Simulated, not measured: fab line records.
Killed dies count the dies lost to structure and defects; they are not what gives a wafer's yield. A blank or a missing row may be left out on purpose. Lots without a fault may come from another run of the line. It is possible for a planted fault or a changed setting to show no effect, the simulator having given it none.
A struck lot beside a sound one ; flow nand-harc ; 14 steps out of a route of 1302
Sound: these wafers, L405.2, L405.4, L405.6. Struck: wafers L419.5, L419.6 (left out: L419.1, a lot-mate that was not struck); the cause follows at the end.
Order at every step that has rows: each side's tool, ch and its chambers, its first start. Under that, the readings that differ: sound wafers ; struck wafers ; difference of the means ; sigmas: that difference in standard deviations of wafers without a fault.
alike: words and numbers the same on both sides, and readings whose means are apart by under 2 such deviations; not compared: readings that were withheld, readings missing a value for some wafer, numbers with overlapping values and no deviation given by the record, and bounds like >300 which may hide the same value.
The two part at a step that has a row with sigmas, a row that says differs or no value, or rows on one side only. Numbers that don't overlap but have no deviation are shown without sigmas and don't part them. A reading that every wafer of one side lacks parts them only if that side has two wafers or more.

first, 7 steps without rows for these wafers: NHARC_A_M0_COAT_33 (time 65 s); NHARC_A_M0_COAT_03 (resist thk 90 nm); NHARC_A_M0_SOFTBAKE_04 (time 55 s); NHARC_A_M0_EBR_05; NHARC_A_M0_EXPOSE_06 (exposes mask A M0, target cd 80 nm); NHARC_A_M0_PEB_07 (peb time 65 s); NHARC_A_M0_DEVELOP_08 (develop time 35 s).
NHARC_A_M0_CD_MEAS_09: the cd target is 80 nm.
  sound on cd-sem-02 ch 0, day 25 05:24; struck on cd-sem-01 ch 0, day 30 10:46
  alike: cd-nm
NHARC_A_M0_OVL_MEAS_10: pitch 160 nm.
  sound: overlay-01 at day 25 05:29; struck: overlay-02 at day 30 10:52
  alike: overlay-x-nm, overlay-y-nm
NHARC_A_M0_INSPECT_11:
  sound: defect-inspect-02 at day 25 05:32; struck: defect-inspect-02 at day 30 10:54
  alike: raw-defect-count
NHARC_A_M0_DESCUM_14: chemistry O2, time 3 s.
  sound on rie-diel-07 ch 1,2, day 25 05:35; struck on rie-diel-03 ch 2,3, day 30 10:58
  alike: drypump-motor-current-A, oes-product-au, rf-vpp-V, showerhead-plenum-p-Torr, throttle-valve-pct
  not compared: rf-hours-counter-h
NHARC_A_M0_ETCH_34: etches the open film in N2/H2, target depth 40 nm, overetch 12 nm, time 43.94 s.
  sound on rie-diel-07 ch 0,2, day 25 05:41; struck on rie-diel-03 ch 2,3, day 30 11:03
  alike: drypump-motor-current-A, oes-product-au, rf-vpp-V, run-length-s, showerhead-plenum-p-Torr, throttle-valve-pct
  not compared: rf-hours-counter-h
NHARC_A_M0_ETCH_15: etches the open film in C4F8/Ar, target depth 150 nm, overetch 15 nm, time 82.5 s.
  sound on rie-diel-07 ch 2,3, day 25 05:46; struck on rie-diel-03 ch 2,3, day 30 11:10
reading;sound;struck;difference;sigmas
run-length-s (s);104.2 103.4 103.3;95.9 95.7;-7.8;-22
  alike: oes-product-au, rf-vpp-V
  not compared: rf-hours-counter-h
NHARC_A_M0_CD_MEAS_16:
  sound: cd-sem-01 at day 25 05:53; struck: cd-sem-01 at day 30 11:16
  alike: cd-nm

WHERE THEY PART
Only at NHARC_A_M0_ETCH_15, within this record. Later steps at which nothing parts them and some readings are alike: NHARC_A_M0_CD_MEAS_16.

WHY: what the simulator had put in
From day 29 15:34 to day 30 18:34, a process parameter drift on rie-diel-03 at NHARC_A_M0_ETCH_15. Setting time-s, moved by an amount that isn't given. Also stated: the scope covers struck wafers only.
